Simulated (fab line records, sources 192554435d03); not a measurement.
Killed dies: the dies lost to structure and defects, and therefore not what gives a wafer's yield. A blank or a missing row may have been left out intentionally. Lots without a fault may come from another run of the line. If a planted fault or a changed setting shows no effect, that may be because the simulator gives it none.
Which tool is to blame?    flow n5Finfet    Sampling: 10 lots, 30 wafers, 4 of 1938 route steps

## WHAT THE GAUGES SHOWED, per wafer
N5_BEOL_M11_OVL_MEAS_12.
lot   measured      on          M11_OVL (nm)
L595  day 11 22:14  overlay-02  0.2 -1.1 0.1
L597  day 13 12:41  overlay-01  0.0 0.5 0.7
L601  day 14 15:29  overlay-02  12.2 12.2 11.4
L602  day 14 17:36  overlay-01  -0.7 -2.2 -0.9
L604  day 14 21:17  overlay-01  13.0 11.8 12.2
L605  day 15 05:03  overlay-01  11.8 12.5 11.0
L611  day 16 19:41  overlay-01  -1.4 -0.8 -0.9
L612  day 16 21:26  overlay-02  -0.3 -0.4 0.5
L618  day 18 04:52  overlay-01  -0.9 -0.8 -0.1
L600  day 18 04:54  overlay-02  0.4 -0.3 0.3

## WHAT TOOL EACH LOT RAN ON (gives the tool, then ch and the chambers of the sampled wafers, and finally the start)
lot   N5_BEOL_M10_SURFACE_TREAT_76  N5_BEOL_M11_ILD_DEP_00           N5_BEOL_M11_EXPOSE_08
L595  pvdSputter-03, day 11 19:14   pecvd-03 ch 0,1,2, day 11 20:28  arfiScanner-03 ch 0, day 11 22:05
L597  pvdSputter-01, day 13 09:00   pecvd-03 ch 0,2, day 13 10:34    arfiScanner-03 ch 0, day 13 12:31
L601  pvdSputter-03, day 14 10:22   pecvd-01 ch 1,2, day 14 11:49    arfiScanner-02 ch 0, day 14 15:20
L602  pvdSputter-01, day 14 14:02   pecvd-04 ch 0,1,2, day 14 15:29  arfiScanner-01 ch 0, day 14 17:26
L604  pvdSputter-01, day 14 18:42   pecvd-03 ch 0,1,2, day 14 19:55  arfiScanner-02 ch 0, day 14 21:07
L605  pvdSputter-02, day 15 00:17   pecvd-04 ch 0,1,2, day 15 01:32  arfiScanner-02 ch 0, day 15 04:54
L611  pvdSputter-02, day 16 14:08   pecvd-01 ch 0,1,2, day 16 15:34  arfiScanner-03 ch 0, day 16 19:32
L612  pvdSputter-01, day 16 16:19   pecvd-01 ch 0,1, day 16 19:18    arfiScanner-03 ch 0, day 16 21:17
L618  pvdSputter-01, day 18 01:17   pecvd-01 ch 0,1,2, day 18 02:33  arfiScanner-03 ch 0, day 18 04:43
L600  pvdSputter-01, day 18 01:26   pecvd-01 ch 0,2, day 18 02:47    arfiScanner-03 ch 0, day 18 04:45
- N5_BEOL_M10_SURFACE_TREAT_76
- N5_BEOL_M11_ILD_DEP_00: deposits SiCOH lowk from DEMS/porogen, target thk 308.51 nm, time 58 s.
- N5_BEOL_M11_EXPOSE_08: exposes mask M11.

## THE ANSWER, worked out from the rows above alone
Rule: what is usual is taken from the lots themselves. The widest of any qualifying gaps counts: lots, ordered by their means at a reading, are off when they make up no more than a third of the lots, leave a main group of 4 or more, and stand apart from it by 3 or more times the standard deviation of that group's means. Not used: any main group whose means are identical at the precision the tables above print for the reading. A lot without any number at a reading at which 4 lots or more have one is off too. Where the step has rows for the other lots, those lots are counted as sound.
Off: L601, L604, L605, seen at N5_BEOL_M11_OVL_MEAS_12 (M11_OVL). For the main group the mean is -0.4 nm and the standard deviation 0.57.
If a tool, at a process step before that reading, ran all the lots that are off and no sound lot after the first of them, it fits. The gauges at N5_BEOL_M11_OVL_MEAS_12 are tried like those tools. One candidate fits, namely arfiScanner-02 at N5_BEOL_M11_EXPOSE_08. It ran no sound lot before its first lot that is off in this sample, so the start can't be narrowed down.

## WHAT THE SIMULATOR PUT IN
Scanner matching overlay: arfiScanner-02, from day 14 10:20 on, at N5_BEOL_M11_EXPOSE_08. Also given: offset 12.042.
Struck lots among those shown: L601, L604, L605. The rule above reached the same finding.
